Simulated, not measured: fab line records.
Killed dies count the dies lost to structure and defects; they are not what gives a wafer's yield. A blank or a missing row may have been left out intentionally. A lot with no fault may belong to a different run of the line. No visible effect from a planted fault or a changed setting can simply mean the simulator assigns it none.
2 desks looking at one fault    flow n5-finfet    only its own numbers are on each desk; what lay behind them is given at the end

== TOOL OWNER'S DESK, rie-si-03 ==
The tool's own readings at N5_FIN_SAQP_MANDREL_ETCH_22 (etches a-Si in HBr/Cl2, stops on SiNx, target depth 60 nm, bt time 10 s, time 30 s): means of the sampled wafers that have a number, for each lot that ran on this tool. Marked OUT: a lot whose mean sits more than 4 standard deviations from the usual mean, which makes it out of limits; the brackets give that distance.
Columns: A = drypump-motor-current-A at N5_FIN_SAQP_MANDREL_ETCH_22, usual 5.8 A; B = oes-product-au at N5_FIN_SAQP_MANDREL_ETCH_22, usual 0.767 a.u.; C = rf-fwd-power-W at N5_FIN_SAQP_MANDREL_ETCH_22, usual 795.4 W; D = throttle-valve-pct at N5_FIN_SAQP_MANDREL_ETCH_22, usual 35.3 %
lot   first seen here  A    B      C                D
L196  day 3 10:09      5.9  0.757  795.6            35.1
L202  day 4 23:04      6.1  0.767  858.1 (+22) OUT  35.3
L204  day 5 09:30      6.1  0.774  861.6 (+24) OUT  35.3
This desk finds L202, L204 out of limits, L202 being first, at day 4 23:04 (rf-fwd-power-W at N5_FIN_SAQP_MANDREL_ETCH_22). In limits: L196.

== FROM THE METROLOGY DESK ==
What the gauges read, lot by lot, whatever tool the lot ran on: means of the sampled wafers that have a number. Marked OUT: a lot whose mean sits more than 4 standard deviations from the usual mean, which makes it out of limits; the brackets give that distance. Of its 10 readings 7 are shown: those that lie furthest out on some lot.
Columns: A = DIBL_P at N5_BEOL_M4_RC_MEAS_101, usual 36 mV/V; B = ION_N at N5_BEOL_M4_RC_MEAS_101, usual 674 uA/um; C = ION_P at N5_BEOL_M4_RC_MEAS_101, usual 462 uA/um; D = SS_N at N5_BEOL_M4_RC_MEAS_101, usual 71.6 mV/dec; E = SS_P at N5_BEOL_M4_RC_MEAS_101, usual 73.2 mV/dec; F = VT_N at N5_BEOL_M4_RC_MEAS_101, usual 249 mV; G = VT_P at N5_BEOL_M4_RC_MEAS_101, usual -250 mV
lot   first seen here  A   B    C    D     E     F    G
L196  day 12 13:32     35  677  458  71.3  72.8  248  -252
L202  day 13 09:08     35  669  463  71.0  72.5  252  -252
L203  day 15 09:07     35  666  461  71.8  73.6  248  -249
L204  day 15 11:40     34  653  453  71.3  73.0  254  -253
This desk's verdict: no lot among the 4 shows anything out of limits.

== PUT TOGETHER ==
The tool owner's desk had the chance to raise an alarm at day 4 23:04 on L202, L204.
Nothing out of limits was seen by the metrology desk.
The metrology desk holds a record of L202, L204, inside its limits.
Every lot named ran N5_FIN_SAQP_MANDREL_ETCH_22 on rie-si-03.

== WHAT THE SIMULATOR PUT IN ==
rie-si-03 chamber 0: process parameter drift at N5_FIN_SAQP_MANDREL_ETCH_22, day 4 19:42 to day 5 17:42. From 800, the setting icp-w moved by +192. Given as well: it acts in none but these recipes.
Lots struck among those shown: L202, L204.
Hours from the fault's start to each desk's first reading out of limits: the tool owner's desk, 3.
